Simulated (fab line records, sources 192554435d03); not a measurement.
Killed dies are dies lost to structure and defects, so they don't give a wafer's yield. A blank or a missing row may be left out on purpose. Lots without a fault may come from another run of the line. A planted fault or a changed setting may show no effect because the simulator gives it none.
fab line records | flow n5_finfet
record lots=9 wafers=27 last_day=17
route steps=1938 shown HKMG_FIN@405 BEOL_M4@1111 PASSIVATION@1936
lots that met no fault: from a run of the same line without faults
start_h: hours from the record's first day to the start of the lot's first wafer shown | wait_h: hours since the lot's step before | " the same as in the row above | L1.1+2: a row that stands for several wafers | - no value, or no start given | * or withheld: withheld | < > ~ a bound
route shown NAME@n: a module of which the file shows steps, and the number in the route of the first | usual: mean/standard deviation of fault-free wafers | same: alike in all rows | chamber/n: place in a boat | sites: the reading at each site | _std_site: their standard deviation | _edge_site: outer sites' mean less inner sites' | radius_mm: how far each site lies from the wafer's centre | mask NAME#n: copy n | behind: the tool/chamber that last shaped the wafer | hold: why the lot was held/for how many hours/how that ended | device: the transistor (n, p or np) that didn't switch | end of line: the same wafers' tests at the end of the route | a step without rows: its recipe alone | killed: dies lost to structure and defects at the first sort, not the wafer's yield | map: a wafer's dies, x killed, . not, _ none there
set.NAME: the setting as run; set.NAME@STEP: as run at that earlier step | model.NAME: the simulator's own value behind a step, which no gauge read
steps of the route over a sample of lots; a table a step, a row a wafer
services: from which hour (start_h, from the record's first day; less than 0 if before it) a tool's chamber was out of use, for how many hours, and why
## steps
# step N5_HKMG_FIN_STRIP_57
# recipe chemistry=CF4 resist=SiARC power_w=300 bias_power_w=75 pressure_mtorr=50 cf4_flow_sccm=150 rf_frequency_hz=6e+07
# usual drypump_motor_current_A=5.6/0.55 oes_product_au=0.79/0.078 rf_vpp_V=271.3/1.6 showerhead_plenum_p_Torr=1.81/0.066 throttle_valve_pct=13.58/0.29
# columns lot.wafer tool chamber start_h wait_h drypump_motor_current_A oes_product_au rf_hours_counter_h rf_vpp_V showerhead_plenum_p_Torr throttle_valve_pct
L701.2 rie_diel-03 2 70.62 0.0 5.8 0.73 170 268.5 1.73 13.76
L701.3 " 1 " " 4.8 0.84 59 270.0 1.74 13.10
L701.5 " 3 " " 5.8 0.68 - 272.8 1.84 13.95
L706.1 rie_diel-01 0 99.84 0.0 5.6 0.74 185 270.4 1.79 13.84
L706.2 " 2 " " 5.1 0.81 84 273.0 1.88 13.77
L706.5 " 3 " " 6.5 0.88 - 273.3 1.91 13.24
L707.2 rie_diel-06 3 108.31 0.0 4.9 0.84 53 269.9 1.75 13.16
L707.3 " 0 " " 5.1 0.73 168 271.9 1.86 13.79
L707.4 " 2 " " 5.2 0.81 85 269.1 1.74 13.57
L709.1 rie_diel-06 1 121.40 0.0 5.4 0.81 83 271.5 1.82 13.52
L709.3 " 0 " " 5.0 0.73 173 272.8 1.86 13.79
L709.6 " 3 " " 4.9 0.83 - 271.2 1.75 13.16
L710.1 rie_diel-03 2 133.35 0.0 5.8 0.71 193 269.3 1.73 13.81
L710.2 " 0 " " 6.3 0.70 208 272.2 1.86 13.83
L710.3 " 1 " " 4.8 0.81 82 270.0 1.73 13.13
L712.1 rie_diel-03 0 141.63 0.0 6.3 0.70 212 271.0 1.86 13.86
L712.4 " 3 " " 5.8 0.98 - 271.2 1.83 13.41
L712.5 " 1 " " 4.8 0.80 - 269.4 1.73 13.18
L722.1 rie_diel-01 0 198.91 0.0 5.6 0.72 218 270.6 1.78 13.90
L722.4 " 2 " " 5.1 0.78 119 273.5 1.87 13.84
L722.5 " 0 " " 5.6 0.72 - 270.7 1.78 13.89
L723.1 rie_diel-01 1 205.40 0.0 5.7 0.91 16 269.0 1.77 13.34
L723.2 " 0 " " 5.6 0.71 221 269.3 1.78 13.90
L723.6 " 3 " " 6.5 0.83 - 272.9 1.90 13.33
L724.1 rie_diel-03 1 211.63 0.0 4.8 0.78 111 270.5 1.73 13.22
L724.3 " 2 " " 5.7 0.70 222 270.9 1.72 13.88
L724.5 " 0 " " 6.3 0.69 - 273.0 1.85 13.90
# step N5_HKMG_FIN_WET_ETCH_76
# recipe chemistry=dNH4OH mix=1:50 temp_c=25 target=Al2O3 stop_on=La2O3 target_depth_nm=2.25 dry=ipa_marangoni rinse_time_s=30 rinse_temp_c=23
# columns lot.wafer tool chamber start_h wait_h
L701.2+3+5 wet_bench-05 0,3,5 71.15 0.1
L706.1+2+5 wet_bench-06 3,0,4 100.36 0.1
L707.2+3+4 wet_bench-06 7,3,5 108.84 0.1
L709.1+3+6 wet_bench-05 3,2,0 121.93 0.1
L710.1+2+3 wet_bench-05 7,2,5 133.88 0.1
L712.1+4+5 wet_bench-05 1,0,3 142.16 0.1
L722.1+4+5 wet_bench-05 6,2,5 199.44 0.1
L723.1+2+6 wet_bench-05 6,7,0 205.93 0.1
L724.1+3+5 wet_bench-05 6,5,0 212.17 0.1
# step N5_HKMG_FIN_CVD_62
# recipe material=a-Si target_thk_a=30 temp_c=500 precursor=Si2H6 pressure_torr=1 time_s=20.8
# usual heater_power_w=1373/250
# columns lot.wafer tool chamber start_h wait_h heater_power_w
L701.2 thermal_cvd_si-02 1 72.07 0.2 1165
L701.3 " 0 " " 1241
L701.5 " 0 " " 1242
L706.1 thermal_cvd_si-01 2 101.28 0.2 1157
L706.2 " 0 " " 1413
L706.5 " 0 " " 1467
L707.2 thermal_cvd_si-02 1 109.76 0.2 1154
L707.3 " 2 " " 1905
L707.4 " 2 " " 1844
L709.1 thermal_cvd_si-02 0 122.85 0.2 1230
L709.3 " 2 " " 1859
L709.6 " 0 " " 1230
L710.1 thermal_cvd_si-01 1 134.80 0.2 1372
L710.2 " 0 " " 1444
L710.3 " 2 " " 1143
L712.1 thermal_cvd_si-01 2 143.07 0.2 1129
L712.4 " 1 " " 1379
L712.5 " 2 " " 1161
L722.1 thermal_cvd_si-01 2 200.36 0.2 1153
L722.4 " 1 " " 1342
L722.5 " 0 " " 1399
L723.1 thermal_cvd_si-02 1 206.84 0.2 1140
L723.2 " 2 " " 1921
L723.6 " 1 " " 1169
L724.1 thermal_cvd_si-01 0 213.10 0.2 1453
L724.3 " 1 " " 1368
L724.5 " 2 " " 1167
# step N5_HKMG_FIN_INSPECT_14
# recipe mode=adi inspect_instrument=macro
# usual raw_defect_count=2.2/1.6
# columns lot.wafer tool chamber start_h wait_h raw_defect_count
L701.2 defect_inspect-02 - 73.72 0.0 2
L701.3 " - " " 1
L701.5 " - " " 0
L706.1 defect_inspect-02 - 102.76 0.0 3
L706.2 " - " " 5
L706.5 " - " " 5
L707.2 defect_inspect-01 - 111.62 0.0 3
L707.3 " - " " 3
L707.4 " - " " 3
L709.1 defect_inspect-02 - 124.46 0.0 1
L709.3 " - " " 1
L709.6 " - " " 3
L710.1 defect_inspect-01 - 136.33 0.0 >300
L710.2 " - " " >300
L710.3 " - " " >300
L712.1 defect_inspect-02 - 144.73 0.0 >300
L712.4 " - " " >300
L712.5 " - " " >300
L722.1 defect_inspect-02 - 201.98 0.0 2
L722.4 " - " " 5
L722.5 " - " " 2
L723.1 defect_inspect-01 - 208.45 0.0 0
L723.2 " - " " 0
L723.6 " - " " 2
L724.1 defect_inspect-02 - 214.70 0.0 3
L724.3 " - " " 0
L724.5 " - " " 4
# step N5_HKMG_FIN_STRIP_92
# recipe chemistry=N2/H2 material=SOC time_s=20 power_w=500 temp_c=40 pressure_mtorr=50 rf_frequency_hz=6e+07 bias_power_w=8 h2_frac=0.5 n2_flow_sccm=300 h2_flow_sccm=300
# usual drypump_motor_current_A=5.5/0.5 n2_flow_sccm=300.1/0.95 oes_product_au=0.79/0.064 rf_vpp_V=54.3/0.91 showerhead_plenum_p_Torr=3.37/0.11 throttle_valve_pct=19.2/0.32
# columns lot.wafer tool chamber start_h wait_h drypump_motor_current_A n2_flow_sccm oes_product_au rf_hours_counter_h rf_vpp_V showerhead_plenum_p_Torr throttle_valve_pct
L701.2 rie_diel-03 2 74.35 0.1 5.7 301.1 0.73 171 53.1 3.21 19.2
L701.3 " 1 " " 4.8 300.5 0.85 61 54.2 3.27 18.4
L701.5 " 0 " " 6.3 300.1 0.74 - 54.6 3.48 19.3
L706.1 rie_diel-06 0 103.25 0.1 5.0 299.9 0.75 167 54.2 3.49 19.6
L706.2 " 2 " " 5.2 299.5 0.83 84 54.9 3.27 19.3
L706.5 " 1 " " 5.3 300.8 0.81 - 55.7 3.38 18.9
L707.2 rie_diel-03 2 112.76 0.1 5.8 300.3 0.72 184 53.2 3.21 19.2
L707.3 " 1 " " 4.9 300.4 0.83 74 55.3 3.26 18.4
L707.4 " 0 " " 6.3 300.0 0.73 199 52.8 3.48 19.3
L709.1 rie_diel-06 2 124.94 0.1 5.2 300.5 0.83 92 53.4 3.27 19.3
L709.3 " 3 " " 4.9 300.4 0.83 60 53.6 3.29 19.3
L709.6 " 0 " " 5.0 300.9 0.74 - 55.2 3.48 19.6
L710.1 rie_diel-06 1 136.82 0.1 5.4 299.9 0.80 88 55.2 3.38 18.9
L710.2 " 2 " " 5.2 298.6 0.83 96 54.0 3.27 19.3
L710.3 " 3 " " 4.9 301.5 0.82 64 53.9 3.29 19.3
L712.1 rie_diel-01 0 145.37 0.1 5.7 301.0 0.74 199 52.4 3.32 19.1
L712.4 " 1 " " 5.8 300.9 0.68 249 54.7 3.30 19.4
L712.5 " 3 " " 6.5 300.3 0.88 - 55.0 3.56 18.7
L722.1 rie_diel-01 0 202.47 0.1 5.7 300.1 0.72 220 53.4 3.31 19.1
L722.4 " 3 " " 6.5 299.1 0.85 59 53.7 3.55 18.7
L722.5 " 3 " " 6.5 299.2 0.85 - 55.0 3.55 18.7
L723.1 rie_diel-06 3 209.14 0.1 4.9 299.1 0.79 90 53.0 3.27 19.4
L723.2 " 0 " " 5.0 299.8 0.74 197 53.2 3.47 19.6
L723.6 " 0 " " 5.1 301.7 0.73 - 54.4 3.47 19.6
L724.1 rie_diel-06 3 215.19 0.1 4.9 302.0 0.79 92 55.2 3.27 19.4
L724.3 " 2 " " 5.2 300.5 0.79 124 54.2 3.25 19.4
L724.5 " 0 " " 5.0 299.3 0.73 - 54.3 3.47 19.6
# step N5_BEOL_M4_RC_MEAS_101
# usual DIBL_N=36.3/1.7 DIBL_P=36.5/1.8 IOFF_N=0.16/0.033 IOFF_P=0.21/0.037 ION_N=675/11 ION_P=462/7.9 SS_N=71.6/0.64 SS_P=73.3/0.68 VT_N=249/3.3 VT_P=-250/3.3
# columns lot.wafer tool chamber start_h wait_h DIBL_N[mV/V] DIBL_P[mV/V] IOFF_N[nA/um] IOFF_P[nA/um] ION_N[uA/um] ION_P[uA/um] SS_N[mV/dec] SS_P[mV/dec] VT_N[mV] VT_P[mV]
L701.2 prober-01 0 159.47 0.2 35.4 36.0 0.14 0.19 666 457 71.4 73.2 253 -255
L701.3 " 0 " " 35.3 36.6 0.15 0.20 684 469 71.6 73.9 249 -252
L701.5 " 0 " " 34.9 36.1 0.15 0.19 678 466 71.6 73.7 253 -252
L706.1 prober-02 0 182.85 0.0 37.3 37.5 0.18 0.23 680 470 71.2 72.8 247 -250
L706.2 " 0 " " 33.8 33.5 0.12 0.17 677 471 70.7 71.7 255 -253
L706.5 " 0 " " 35.5 36.1 0.15 0.21 683 476 72.1 72.8 250 -250
L707.2 prober-01 0 202.29 0.2 37.3 38.4 0.18 0.24 680 466 72.3 72.8 247 -251
L707.3 " 0 " " 36.6 36.7 0.17 0.22 688 459 71.7 72.8 250 -253
L707.4 " 0 " " 37.0 37.8 0.17 0.24 676 465 72.3 73.0 249 -248
L709.1 prober-02 0 207.58 0.0 37.4 38.4 0.18 0.24 660 460 72.2 73.5 251 -247
L709.3 " 0 " " 35.1 34.8 0.14 0.18 658 445 71.9 72.8 254 -251
L709.6 " 0 " " 32.3 33.3 0.11 0.16 657 457 70.5 72.1 255 -254
L710.1 prober-02 0 223.77 0.1 34.4 34.8 0.11 0.16 662 448 70.0 72.8 253 -257
L710.2 " 0 " " 36.1 37.7 0.14 0.21 653 460 70.6 73.9 253 -251
L710.3 " 0 " " 36.9 38.2 0.15 0.20 662 450 71.1 73.8 251 -253
L712.1 prober-01 0 225.25 0.0 35.8 36.3 0.16 0.20 684 464 71.3 72.9 249 -251
L712.4 " 0 " " 35.6 34.7 0.15 0.17 666 450 71.1 72.7 249 -253
L712.5 " 0 " " 34.2 33.9 0.13 0.17 657 448 71.1 72.1 251 -253
L722.1 prober-02 0 291.64 0.0 40.0 40.9 0.28 0.27 717 475 72.9 74.6 241 -250
L722.4 " 0 " " 38.2 38.7 0.23 0.24 695 461 73.1 74.5 242 -249
L722.5 " 0 " " 37.6 37.9 0.21 0.22 687 459 71.7 73.4 245 -251
L724.1 prober-01 0 298.10 0.0 33.2 33.6 0.12 0.16 669 452 71.2 72.4 252 -256
L724.3 " 0 " " 36.3 37.7 0.18 0.21 678 461 71.9 74.4 248 -250
L724.5 " 0 " " 36.8 38.6 0.19 0.22 677 458 72.1 74.3 246 -253
L723.1 prober-02 0 298.18 0.0 36.2 35.1 0.14 0.17 662 447 71.2 73.8 253 -251
L723.2 " 0 " " 37.3 36.3 0.16 0.18 677 458 72.1 73.9 249 -254
L723.6 " 0 " " 37.5 37.0 0.16 0.20 673 458 71.5 74.2 247 -253
# step N5_PASSIVATION_PROBE_49
# usual defect_limited_yield=91.3/1.5 killed_at_M0_to_M3=34/9.4 killed_at_M4_up=13/5.3 killed_at_contacts=13/5.7 killed_at_front_end=40/10 killed_at_other=3.7/2.8 killed_dies=103/17 killed_open=67/13 killed_short=35/8.5 sort_bin_4_leakage=0.00/0.016 sort_bin_5_function=5.0/0.98 sort_bin_6_memory=3.3/0.7 sort_n_pass=1077/17 sort_yield_pct=91.3/1.5
# same gross_dies=1180 killed_at_back_side=0 sort_bin_8_speed[%]=0
# columns lot.wafer tool chamber start_h wait_h defect_limited_yield[%] killed_at_M0_to_M3 killed_at_M4_up killed_at_contacts killed_at_front_end killed_at_other killed_dies killed_open killed_short sort_bin_4_leakage[%] sort_bin_5_function[%] sort_bin_6_memory[%] sort_n_pass sort_yield_pct[%]
L710.1 prober-01 - 331.29 0.0 87.2 32 10 7 93 9 151 55 27 0 7.4 3.3 1029 87.2
L710.2 prober-01 - 331.34 0.1 82.5 36 19 5 143 3 206 65 35 0 10.6 4.8 974 82.5
L710.3 prober-01 - 331.39 0.1 84.0 30 17 5 131 6 189 50 31 0 9.9 4.1 991 84.0
L712.1 prober-02 - 331.64 0.0 84.4 42 22 7 112 1 184 78 27 0 9.4 4.5 996 84.4
L712.4 prober-02 - 331.79 0.2 82.4 25 25 9 144 5 208 63 32 0 12.0 4.0 972 82.4
L712.5 prober-02 - 331.84 0.2 82.0 26 13 16 154 3 212 63 44 0 11.8 4.0 968 82.0
# killed by level:class
L710.1 HKMG_FIN:unspecified=69 BEOL_M0_SAQP:geometric_particle:short=10 BEOL_M2:geometric_particle:open=9 MOL_CONTACT_COAG:geometric_particle:open=7 BEOL_M0_SAQP:geometric_particle:open=7 FIN_SAQP:geometric_particle:short=6 ILD0:geometric_particle:open=5 BEOL_M4:geometric_particle:open=5
L710.2 HKMG_FIN:unspecified=103 BEOL_M4:geometric_particle:open=12 STI_FIN_REVEAL:geometric_particle:open=11 BEOL_M0_SAQP:geometric_particle:short=11 FIN_SAQP:geometric_particle:short=10 BEOL_M2:geometric_particle:open=10 DUMMY_GATE:geometric_particle:open=6 BEOL_M0_SAQP:geometric_particle:open=6
L710.3 HKMG_FIN:unspecified=108 FIN_SAQP:geometric_particle:short=10 BEOL_M0_SAQP:geometric_particle:open=9 BEOL_M4:geometric_particle:open=8 BEOL_M2:geometric_particle:open=6 MOL_CONTACT_COAG:geometric_particle:open=4 BEOL_M0_SAQP:geometric_particle:short=4 BEOL_M1:geometric_particle:short=4
L712.1 HKMG_FIN:unspecified=79 BEOL_M2:geometric_particle:open=11 DUMMY_GATE:geometric_particle:open=10 STI_FIN_REVEAL:geometric_particle:open=9 BEOL_M0_SAQP:geometric_particle:short=9 BEOL_M0_SAQP:geometric_particle:open=6 MOL_CONTACT_COAG:geometric_particle:open=6 FIN_SAQP:geometric_particle:short=5
L712.4 HKMG_FIN:unspecified=112 BEOL_M4:geometric_particle:open=15 MOL_CONTACT_COAG:geometric_particle:open=7 BEOL_M2:geometric_particle:open=7 FIN_SAQP:geometric_particle:short=6 DUMMY_GATE:geometric_particle:open=6 BEOL_M0_SAQP:geometric_particle:open=6 BEOL_M0_SAQP:geometric_particle:short=6
L712.5 HKMG_FIN:unspecified=105 MOL_CONTACT_COAG:geometric_particle:open=13 FIN_SAQP:geometric_particle:short=12 FIN_SAQP:geometric_particle:open=8 BEOL_M4:geometric_particle:open=7 STARTING-WAFER:geometric_particle:short=6 GATE_CUT:geometric_particle:open=5 BEOL_M0_SAQP:geometric_particle:short=5
## services
# columns tool chamber start_h hours kind
rie_diel-06 - 54.77 0.3 repair
rie_diel-03 2 54.77 2.2 repair
rie_diel-01 3 68.92 12.7 repair
thermal_cvd_si-01 0 71.55 11.7 repair
rie_diel-06 - 89.79 0.7 repair
rie_diel-03 3 115.55 - clean
rie_diel-03 3 115.55 - consumable_replace:focus_ring
rie_diel-03 3 115.55 23.0 scheduled_down
rie_diel-03 3 115.55 23.0 vent_cycle
rie_diel-03 2 140.46 3.9 repair
rie_diel-01 1 146.78 - clean
rie_diel-01 1 146.78 - consumable_replace:focus_ring
rie_diel-01 1 146.78 13.0 scheduled_down
rie_diel-01 1 146.78 13.0 vent_cycle
thermal_cvd_si-02 1 165.04 6.6 repair
rie_diel-03 0 187.82 10.9 repair
rie_diel-06 0 188.36 17.2 repair
thermal_cvd_si-01 2 203.94 6.7 repair
rie_diel-03 1 213.27 14.2 repair
## key
first_sign step=N5_HKMG_FIN_INSPECT_14 reading=raw_defect_count direction=up sigmas=99+ usual=2.2 struck=>300
effect step=N5_PASSIVATION_PROBE_49 reading=killed_at_front_end direction=up sigmas=8.5 usual=40 struck=130
more_kills_born_at N5_HKMG_FIN_WET_ETCH_76@wet_bench-05=576
met_at N5_HKMG_FIN_WET_ETCH_76
struck_lots L710,L712
not_acting_at N5_HKMG_FIN_STRIP_57,N5_HKMG_FIN_CVD_62,N5_HKMG_FIN_STRIP_92
onset_between 121.93 133.88
fault kind=chamber_particle_source tool=wet_bench-05 chamber=- onset_h=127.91 steps=N5_HKMG_FIN_WET_ETCH_76 rate_per_visit_cm2=0.67408 end_h=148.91
